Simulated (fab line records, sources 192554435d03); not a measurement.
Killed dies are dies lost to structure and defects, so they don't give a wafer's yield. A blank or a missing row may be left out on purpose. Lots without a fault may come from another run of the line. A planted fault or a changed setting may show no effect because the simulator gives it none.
Which tool did it? | flow n5_finfet | 22 lots, 66 wafers sampled, at 6 steps of a route of 1938

WHAT THE GAUGES READ, wafer by wafer
The record holds no reading of a measuring or inspecting step that can be judged against a usual standard deviation.

WHICH TOOL RAN EACH LOT (tool, then ch and the chambers of the sampled wafers, then the start)
lot  | N5_FIN_CUT_CUT_ETCH_15          | N5_FIN_CUT_CUT_ETCH_28          | N5_STI_FIN_REVEAL_OXIDATION_31      | N5_DUMMY_GATE_STRIP_41            | N5_SD_EPI_N_ETCH_16               | N5_SD_EPI_N_STRIP_38
L074 | rie_si-04 ch 0,1,3, day 2 03:56 | rie_si-04 ch 0,1,3, day 2 03:59 | plasma_asher-02 ch 1, day 2 12:20   | rie_diel-02 ch 0,2, day 2 23:37   | rie_diel-04 ch 1,2,3, day 3 01:58 | plasma_asher-02 ch 0,1, day 3 02:08
L075 | rie_si-04 ch 2,3, day 2 12:49   | rie_si-04 ch 2,3, day 2 12:52   | plasma_asher-02 ch 0,1, day 2 23:31 | rie_diel-05 ch 0,2,3, day 3 09:12 | rie_diel-04 ch 0,1,3, day 3 11:40 | plasma_asher-02 ch 0,1, day 3 11:50
L076 | rie_si-05 ch 0,1,3, day 2 19:07 | rie_si-05 ch 0,1,3, day 2 19:10 | plasma_asher-01 ch 0,1, day 3 03:31 | rie_diel-02 ch 0,1, day 3 13:30   | rie_diel-03 ch 0,1, day 3 15:46   | plasma_asher-02 ch 0,1, day 3 15:56
L077 | rie_si-03 ch 1,2,3, day 2 22:17 | rie_si-03 ch 1,2,3, day 2 22:20 | plasma_asher-02 ch 0,1, day 3 06:44 | rie_diel-05 ch 0,1,3, day 3 17:05 | rie_diel-04 ch 1,2,3, day 3 19:48 | plasma_asher-02 ch 0,1, day 3 19:58
L078 | rie_si-03 ch 0,2,3, day 3 05:48 | rie_si-03 ch 0,2,3, day 3 05:52 | plasma_asher-01 ch 0,1, day 3 14:51 | rie_diel-02 ch 0,1,2, day 4 00:56 | rie_diel-03 ch 1,2,3, day 4 03:13 | plasma_asher-02 ch 0,1, day 4 03:23
L079 | rie_si-03 ch 1,2,3, day 3 10:19 | rie_si-03 ch 1,2,3, day 3 10:22 | plasma_asher-01 ch 0,1, day 3 18:49 | rie_diel-02 ch 1,2, day 4 04:39   | rie_diel-03 ch 2,3, day 4 07:02   | plasma_asher-01 ch 0,1, day 4 07:13
L080 | rie_si-05 ch 0,2,3, day 3 16:04 | rie_si-05 ch 0,2,3, day 3 16:07 | plasma_asher-02 ch 0,1, day 4 01:11 | rie_diel-05 ch 0,1,3, day 4 11:40 | rie_diel-03 ch 0,1,2, day 4 14:19 | plasma_asher-01 ch 0,1, day 4 14:29
L081 | rie_si-05 ch 1,2,3, day 3 21:54 | rie_si-05 ch 1,2,3, day 3 21:57 | plasma_asher-01 ch 0,1, day 4 06:32 | rie_diel-02 ch 1,3, day 4 16:49   | rie_diel-06 ch 0,2, day 4 19:13   | plasma_asher-01 ch 0,1, day 4 19:22
L082 | rie_si-03 ch 0,1,3, day 4 03:03 | rie_si-03 ch 0,1,3, day 4 03:06 | plasma_asher-02 ch 0,1, day 4 11:35 | rie_diel-01 ch 0,3, day 5 00:01   | rie_diel-06 ch 0,1, day 5 03:22   | plasma_asher-02 ch 0,1, day 5 03:32
L083 | rie_si-04 ch 1,2,3, day 4 10:30 | rie_si-04 ch 1,2,3, day 4 10:33 | plasma_asher-02 ch 0,1, day 4 19:18 | rie_diel-01 ch 0,2,3, day 5 06:11 | rie_diel-06 ch 1,2,3, day 5 08:37 | plasma_asher-01 ch 0,1, day 5 08:47
L084 | rie_si-05 ch 2,3, day 4 20:58   | rie_si-05 ch 2,3, day 4 21:02   | plasma_asher-01 ch 0,1, day 5 05:46 | rie_diel-02 ch 0,1,2, day 5 15:38 | rie_diel-06 ch 1,2,3, day 5 18:23 | plasma_asher-01 ch 0,1, day 5 18:34
L085 | rie_si-03 ch 2,3, day 4 23:50   | rie_si-03 ch 2,3, day 4 23:54   | plasma_asher-01 ch 0,1, day 5 08:44 | rie_diel-01 ch 2,3, day 5 18:40   | rie_diel-06 ch 1,2,3, day 5 21:08 | plasma_asher-02 ch 0,1, day 5 21:23
L086 | rie_si-04 ch 0,2,3, day 5 06:04 | rie_si-04 ch 0,2,3, day 5 06:07 | plasma_asher-02 ch 0,1, day 5 14:29 | rie_diel-05 ch 0,3, day 6 00:13   | rie_diel-04 ch 1,2,3, day 6 02:33 | plasma_asher-02 ch 0,1, day 6 02:43
L087 | rie_si-03 ch 0,1, day 5 10:39   | rie_si-03 ch 0,1, day 5 10:43   | plasma_asher-01 ch 0, day 5 19:00   | rie_diel-02 ch 0,1,3, day 6 04:49 | rie_diel-03 ch 0,1,3, day 6 07:13 | plasma_asher-02 ch 0,1, day 6 07:23
L088 | rie_si-04 ch 1,2,3, day 5 16:02 | rie_si-04 ch 1,2,3, day 5 16:05 | plasma_asher-02 ch 0,1, day 6 00:47 | rie_diel-01 ch 0,2,3, day 6 11:54 | rie_diel-04 ch 1,2, day 6 14:18   | plasma_asher-01 ch 0,1, day 6 14:29
L089 | rie_si-03 ch 2,3, day 5 22:51   | rie_si-03 ch 2,3, day 5 22:55   | plasma_asher-02 ch 0,1, day 6 07:33 | rie_diel-02 ch 0,1, day 6 17:15   | rie_diel-03 ch 0,1,3, day 6 20:20 | plasma_asher-02 ch 0,1, day 6 20:30
L091 | rie_si-04 ch 0,2, day 6 11:12   | rie_si-04 ch 0,2, day 6 11:15   | plasma_asher-01 ch 0,1, day 6 21:58 | rie_diel-02 ch 1,2, day 7 07:41   | rie_diel-03 ch 0,3, day 7 10:04   | plasma_asher-02 ch 0, day 7 10:14
L092 | rie_si-04 ch 0,2,3, day 6 16:06 | rie_si-04 ch 0,2,3, day 6 16:10 | plasma_asher-02 ch 0, day 7 00:54   | rie_diel-01 ch 0,1,3, day 7 10:38 | rie_diel-03 ch 0,1, day 7 13:04   | plasma_asher-02 ch 1, day 7 13:14
L093 | rie_si-05 ch 1,2, day 6 23:55   | rie_si-05 ch 1,2, day 6 23:59   | plasma_asher-01 ch 0,1, day 7 08:26 | rie_diel-01 ch 1,2,3, day 7 18:29 | rie_diel-06 ch 0,1, day 7 20:45   | plasma_asher-01 ch 0,1, day 7 20:55
L094 | rie_si-05 ch 0,3, day 7 03:04   | rie_si-05 ch 0,3, day 7 03:07   | plasma_asher-02 ch 0,1, day 7 11:26 | rie_diel-02 ch 0,3, day 7 23:08   | rie_diel-03 ch 0,3, day 8 02:02   | plasma_asher-01 ch 0,1, day 8 02:13
L095 | rie_si-03 ch 0,3, day 7 10:46   | rie_si-03 ch 0,3, day 7 10:49   | plasma_asher-02 ch 1, day 7 19:56   | rie_diel-05 ch 0,2, day 8 05:47   | rie_diel-03 ch 0,1, day 8 08:19   | plasma_asher-01 ch 0, day 8 08:29
L097 | rie_si-05 ch 0,2,3, day 7 21:24 | rie_si-05 ch 0,2,3, day 7 21:27 | plasma_asher-01 ch 0,1, day 8 05:45 | rie_diel-01 ch 0,1,3, day 8 15:37 | rie_diel-04 ch 0,1,3, day 8 18:35 | plasma_asher-02 ch 0,1, day 8 18:45
- N5_FIN_CUT_CUT_ETCH_15: etches Si in HBr/Cl2/O2, target depth 100 nm, bt time 10 s, time 42.4 s.
- N5_FIN_CUT_CUT_ETCH_28: etches Si in HBr/Cl2/O2, target depth 6 nm, time 2.4 s.
- N5_STI_FIN_REVEAL_OXIDATION_31: chemistry O2 PLASMA REMOTE, time 20 s.
- N5_DUMMY_GATE_STRIP_41: strips in O2.
- N5_SD_EPI_N_ETCH_16: etches SiO2 in CHF3/O2, target depth 5 nm.
- N5_SD_EPI_N_STRIP_38: strips in N2/H2.

WHAT THE TOOLS THEMSELVES READ (means of the sampled wafers that have a number; where no wafer has one, the mark that the record gives instead)
N5_FIN_CUT_CUT_ETCH_15. Usual: O2_flow_sccm 12.00 sccm, standard deviation 0.037; drypump_motor_current_A 5.7 A, standard deviation 0.38; oes_product_au 1.002 a.u., standard deviation 0.016; throttle_valve_pct 37.2 %, standard deviation 0.34.
lot  | tool      | O2_flow_sccm (sccm) | drypump_motor_current_A (A) | oes_product_au (a.u.) | throttle_valve_pct (%) | flag
L074 | rie_si-04 | 11.98               | 5.4                         | 0.996                 | 37.2                   |
L075 | rie_si-04 | 12.01               | 6.0                         | 1.016                 | 37.1                   |
L076 | rie_si-05 | 11.98               | 5.5                         | 1.010                 | 37.2                   |
L077 | rie_si-03 | 12.00               | 6.1                         | 0.994                 | 37.1                   |
L078 | rie_si-03 | 12.02               | 5.9                         | 0.992                 | 37.1                   |
L079 | rie_si-03 | 11.98               | 6.2                         | 0.993                 | 37.1                   |
L080 | rie_si-05 | 11.98               | 5.5                         | 1.009                 | 37.1                   |
L081 | rie_si-05 | 12.04               | 5.6                         | 1.020                 | 37.3                   |
L082 | rie_si-03 | 11.96               | 5.9                         | 0.991                 | 37.2                   |
L083 | rie_si-04 | 12.02               | 5.7                         | 1.006                 | 37.1                   |
L084 | rie_si-05 | 11.99               | 5.7                         | 1.025                 | 36.9                   |
L085 | rie_si-03 | 12.00               | 6.1                         | 0.996                 | 37.1                   |
L086 | rie_si-04 | 12.00               | 5.8                         | 1.003                 | 37.2                   |
L087 | rie_si-03 | 11.96               | 5.8                         | 0.987                 | 37.3                   |
L088 | rie_si-04 | 12.01               | 5.7                         | 1.010                 | 37.1                   |
L089 | rie_si-03 | 11.99               | 6.1                         | 0.995                 | 37.1                   |
L091 | rie_si-04 | 11.95               | 5.8                         | 1.012                 | 36.8                   |
L092 | rie_si-04 | 11.97               | 5.7                         | 1.008                 | 37.2                   |
L093 | rie_si-05 | 12.05               | 5.5                         | 1.018                 | 37.6                   |
L094 | rie_si-05 | 12.01               | 5.6                         | 1.012                 | 36.9                   |
L095 | rie_si-03 | 11.97               | 5.9                         | 0.990                 | 37.2                   |
L097 | rie_si-05 | 12.02               | 5.5                         | 1.009                 | 37.1                   |

N5_FIN_CUT_CUT_ETCH_28. Usual: O2_flow_sccm 12.00 sccm, standard deviation 0.033; drypump_motor_current_A 5.7 A, standard deviation 0.39; oes_product_au 1.003 a.u., standard deviation 0.016; throttle_valve_pct 37.2 %, standard deviation 0.34.
lot  | tool      | O2_flow_sccm (sccm) | drypump_motor_current_A (A) | oes_product_au (a.u.) | throttle_valve_pct (%) | flag
L074 | rie_si-04 | 11.98               | 5.4                         | 0.996                 | 37.2                   |
L075 | rie_si-04 | 12.03               | 6.1                         | 1.012                 | 37.1                   |
L076 | rie_si-05 | 12.01               | 5.5                         | 1.012                 | 37.2                   |
L077 | rie_si-03 | 12.01               | 6.2                         | 0.993                 | 37.1                   |
L078 | rie_si-03 | 11.99               | 5.9                         | 0.995                 | 37.1                   |
L079 | rie_si-03 | 12.03               | 6.2                         | 0.994                 | 37.1                   |
L080 | rie_si-05 | 11.99               | 5.6                         | 1.009                 | 37.1                   |
L081 | rie_si-05 | 11.98               | 5.6                         | 1.022                 | 37.3                   |
L082 | rie_si-03 | 11.98               | 6.0                         | 0.992                 | 37.2                   |
L083 | rie_si-04 | 12.01               | 5.7                         | 1.006                 | 37.1                   |
L084 | rie_si-05 | 12.01               | 5.8                         | 1.027                 | 36.9                   |
L085 | rie_si-03 | 11.97               | 6.1                         | 0.995                 | 37.0                   |
L086 | rie_si-04 | 12.01               | 5.7                         | 1.007                 | 37.2                   |
L087 | rie_si-03 | 12.00               | 5.8                         | 0.995                 | 37.3                   |
L088 | rie_si-04 | 12.01               | 5.7                         | 1.003                 | 37.1                   |
L089 | rie_si-03 | 12.02               | 6.1                         | 1.001                 | 37.1                   |
L091 | rie_si-04 | 11.98               | 5.8                         | 1.010                 | 36.8                   |
L092 | rie_si-04 | 12.01               | 5.7                         | 1.007                 | 37.2                   |
L093 | rie_si-05 | 11.98               | 5.5                         | 1.019                 | 37.6                   |
L094 | rie_si-05 | 11.98               | 5.6                         | 1.010                 | 36.9                   |
L095 | rie_si-03 | 12.02               | 5.9                         | 0.994                 | 37.2                   |
L097 | rie_si-05 | 12.01               | 5.5                         | 1.010                 | 37.1                   |

N5_STI_FIN_REVEAL_OXIDATION_31. Usual: drypump_motor_current_A 6.37 A, standard deviation 0.083; heater_power_w 139 W, standard deviation 7.2.
lot  | tool            | drypump_motor_current_A (A) | heater_power_w (W) | flag
L074 | plasma_asher-02 | 6.42                        | 150                |
L075 | plasma_asher-02 | 6.36                        | 146                |
L076 | plasma_asher-01 | 6.43                        | 131                |
L077 | plasma_asher-02 | 6.30                        | 145                |
L078 | plasma_asher-01 | 6.42                        | 134                |
L079 | plasma_asher-01 | 6.41                        | 135                |
L080 | plasma_asher-02 | 6.30                        | 143                |
L081 | plasma_asher-01 | 6.43                        | 133                |
L082 | plasma_asher-02 | 6.36                        | 146                |
L083 | plasma_asher-02 | 6.32                        | 143                |
L084 | plasma_asher-01 | 6.42                        | 133                |
L085 | plasma_asher-01 | 6.42                        | 133                |
L086 | plasma_asher-02 | 6.36                        | 146                |
L087 | plasma_asher-01 | 6.43                        | 129                |
L088 | plasma_asher-02 | 6.37                        | 149                |
L089 | plasma_asher-02 | 6.31                        | 143                |
L091 | plasma_asher-01 | 6.41                        | 135                |
L092 | plasma_asher-02 | 6.25                        | 140                |
L093 | plasma_asher-01 | 6.42                        | 132                |
L094 | plasma_asher-02 | 6.37                        | 145                |
L095 | plasma_asher-02 | 6.44                        | 151                |
L097 | plasma_asher-01 | 6.41                        | 133                |

N5_DUMMY_GATE_STRIP_41. Usual: drypump_motor_current_A 5.8 A, standard deviation 0.36; oes_product_au 0.77 a.u., standard deviation 0.087; rf_vpp_V 3.6 V, standard deviation 0.54; showerhead_plenum_p_Torr 2.12 Torr, standard deviation 0.065; throttle_valve_pct 16.76 %, standard deviation 0.21.
lot  | tool        | drypump_motor_current_A (A) | oes_product_au (a.u.) | rf_vpp_V (V) | showerhead_plenum_p_Torr (Torr) | throttle_valve_pct (%) | flag
L074 | rie_diel-02 | 5.7                         | 0.75                  | 3.7          | 2.15                            | 16.83                  |
L075 | rie_diel-05 | 5.6                         | 0.74                  | 3.2          | 2.12                            | 16.73                  |
L076 | rie_diel-02 | 5.6                         | 0.70                  | 3.4          | 2.15                            | 16.78                  |
L077 | rie_diel-05 | 6.0                         | 0.73                  | 3.3          | 2.15                            | 16.76                  |
L078 | rie_diel-02 | 5.8                         | 0.71                  | 3.1          | 2.13                            | 16.75                  |
L079 | rie_diel-02 | 5.9                         | 0.68                  | 3.7          | 2.11                            | 16.64                  |
L080 | rie_diel-05 | 5.9                         | 0.73                  | 3.3          | 2.14                            | 16.76                  |
L081 | rie_diel-02 | 5.9                         | 0.77                  | 3.8          | 2.17                            | 16.62                  |
L082 | rie_diel-01 | 6.2                         | 0.90                  | 3.8          | 2.13                            | 16.67                  |
L083 | rie_diel-01 | 6.0                         | 0.83                  | 3.9          | 2.08                            | 16.74                  |
L084 | rie_diel-02 | 5.8                         | 0.71                  | 3.2          | 2.13                            | 16.76                  |
L085 | rie_diel-01 | 5.8                         | 0.82                  | 3.8          | 2.08                            | 16.70                  |
L086 | rie_diel-05 | 5.9                         | 0.70                  | 3.6          | 2.16                            | 16.88                  |
L087 | rie_diel-02 | 5.8                         | 0.80                  | 3.4          | 2.18                            | 16.75                  |
L088 | rie_diel-01 | 6.0                         | 0.82                  | 3.3          | 2.07                            | 16.75                  |
L089 | rie_diel-02 | 5.6                         | 0.74                  | 3.6          | 2.16                            | 16.92                  |
L091 | rie_diel-02 | 5.8                         | 0.90                  | 2.8          | 2.11                            | 16.37                  |
L092 | rie_diel-01 | 6.0                         | 0.82                  | 3.4          | 2.14                            | 16.85                  |
L093 | rie_diel-01 | 5.8                         | 0.75                  | 3.4          | 2.09                            | 16.90                  |
L094 | rie_diel-02 | 6.0                         | 0.86                  | 3.3          | 2.22                            | 16.71                  |
L095 | rie_diel-05 | 5.4                         | 0.73                  | 3.6          | 2.06                            | 16.66                  |
L097 | rie_diel-01 | 6.0                         | 0.80                  | 3.3          | 2.14                            | 16.86                  |

N5_SD_EPI_N_ETCH_16. Usual: O2_flow_sccm 5.002 sccm, standard deviation 0.015; drypump_motor_current_A 5.7 A, standard deviation 0.48; oes_product_au 0.82 a.u., standard deviation 0.088; rf_vpp_V 526 V, standard deviation 8.2; showerhead_plenum_p_Torr 2.43 Torr, standard deviation 0.085; throttle_valve_pct 18.86 %, standard deviation 0.21.
lot  | tool        | O2_flow_sccm (sccm) | drypump_motor_current_A (A) | oes_product_au (a.u.) | rf_vpp_V (V) | showerhead_plenum_p_Torr (Torr) | throttle_valve_pct (%) | flag
L074 | rie_diel-04 | 5.014               | 6.1                         | 0.73                  | 518          | 2.38                            | 18.87                  |
L075 | rie_diel-04 | 4.989               | 5.5                         | 0.79                  | 515          | 2.37                            | 18.74                  |
L076 | rie_diel-03 | 5.009               | 5.9                         | 0.84                  | 532          | 2.48                            | 18.69                  |
L077 | rie_diel-04 | 4.994               | 6.1                         | 0.73                  | 519          | 2.38                            | 18.87                  |
L078 | rie_diel-03 | 5.004               | 5.8                         | 0.87                  | 530          | 2.38                            | 18.73                  |
L079 | rie_diel-03 | 4.991               | 5.7                         | 0.87                  | 524          | 2.35                            | 18.77                  |
L080 | rie_diel-03 | 5.009               | 5.7                         | 0.85                  | 532          | 2.44                            | 18.81                  |
L081 | rie_diel-06 | 4.999               | 5.3                         | 0.69                  | 524          | 2.46                            | 19.06                  |
L082 | rie_diel-06 | 5.004               | 5.7                         | 0.86                  | 527          | 2.53                            | 18.86                  |
L083 | rie_diel-06 | 5.001               | 5.4                         | 0.90                  | 529          | 2.54                            | 18.97                  |
L084 | rie_diel-06 | 5.002               | 5.4                         | 0.90                  | 530          | 2.54                            | 18.96                  |
L085 | rie_diel-06 | 4.988               | 5.4                         | 0.89                  | 530          | 2.54                            | 18.96                  |
L086 | rie_diel-04 | 5.003               | 6.1                         | 0.72                  | 519          | 2.37                            | 18.91                  |
L087 | rie_diel-03 | 5.002               | 5.7                         | 0.82                  | 526          | 2.44                            | 18.74                  |
L088 | rie_diel-04 | 5.013               | 6.4                         | 0.71                  | 522          | 2.36                            | 19.09                  |
L089 | rie_diel-03 | 5.011               | 5.7                         | 0.81                  | 526          | 2.44                            | 18.75                  |
L091 | rie_diel-03 | 4.997               | 5.5                         | 0.81                  | 520          | 2.40                            | 18.80                  |
L092 | rie_diel-03 | 4.993               | 5.9                         | 0.81                  | 531          | 2.47                            | 18.74                  |
L093 | rie_diel-06 | 5.025               | 5.5                         | 0.94                  | 525          | 2.48                            | 18.72                  |
L094 | rie_diel-03 | 5.002               | 5.5                         | 0.81                  | 520          | 2.40                            | 18.80                  |
L095 | rie_diel-03 | 4.993               | 5.9                         | 0.80                  | 532          | 2.47                            | 18.75                  |
L097 | rie_diel-04 | 4.997               | 5.5                         | 0.75                  | 514          | 2.35                            | 18.81                  |

N5_SD_EPI_N_STRIP_38. Usual: drypump_motor_current_A 6.37 A, standard deviation 0.087; heater_power_w 324 W, standard deviation 17; n2_flow_sccm 1750 sccm, standard deviation 4.9; oes_product_au 0.763 a.u., standard deviation 0.011.
lot  | tool            | drypump_motor_current_A (A) | heater_power_w (W) | n2_flow_sccm (sccm) | oes_product_au (a.u.) | flag
L074 | plasma_asher-02 | 6.32                        | 325                | 1749                | 0.760                 |
L075 | plasma_asher-02 | 6.37                        | 340                | 1758                | 0.771                 |
L076 | plasma_asher-02 | 6.37                        | 336                | 1748                | 0.752                 |
L077 | plasma_asher-02 | 6.32                        | 328                | 1754                | 0.757                 |
L078 | plasma_asher-02 | 6.37                        | 338                | 1752                | 0.772                 |
L079 | plasma_asher-01 | 6.41                        | 304                | 1749                | 0.772                 |
L080 | plasma_asher-01 | 6.43                        | 309                | 1753                | 0.756                 |
L081 | plasma_asher-01 | 6.40                        | 314                | 1751                | 0.761                 |
L082 | plasma_asher-02 | 6.37                        | 342                | 1752                | 0.764                 |
L083 | plasma_asher-01 | 6.43                        | 302                | 1743                | 0.767                 |
L084 | plasma_asher-01 | 6.44                        | 312                | 1751                | 0.758                 |
L085 | plasma_asher-02 | 6.38                        | 337                | 1748                | 0.760                 |
L086 | plasma_asher-02 | 6.37                        | 339                | 1750                | 0.775                 |
L087 | plasma_asher-02 | 6.38                        | 342                | 1752                | 0.753                 |
L088 | plasma_asher-01 | 6.39                        | 309                | 1741                | 0.760                 |
L089 | plasma_asher-02 | 6.31                        | 330                | 1750                | 0.752                 |
L091 | plasma_asher-02 | 6.24                        | 320                | 1753                | 0.759                 |
L092 | plasma_asher-02 | 6.42                        | 344                | 1748                | 0.770                 |
L093 | plasma_asher-01 | 6.40                        | 313                | 1748                | 0.778                 |
L094 | plasma_asher-01 | 6.40                        | 312                | 1752                | 0.773                 |
L095 | plasma_asher-01 | 6.42                        | 301                | 1752                | 0.763                 |
L097 | plasma_asher-02 | 6.29                        | 331                | 1745                | 0.755                 |

THE ANSWER, worked out from the rows above alone
Rule: a lot is off if the mean of its wafers that have a number lies more than 3 standard deviations from the usual mean. A lot without any number at a reading at which 4 lots or more have one is off too. The other lots that the step has rows for count as sound. The gauges are gone through in route order, then the tools' own readings, and for those a lot's mean is taken as printed above. The first step at which some lot is off is used, and at that step the reading that is off furthest; a lot without a number counts as furthest.
No lot is off at any reading shown: from this, nothing can be told.

WHAT THE SIMULATOR HAD PUT IN
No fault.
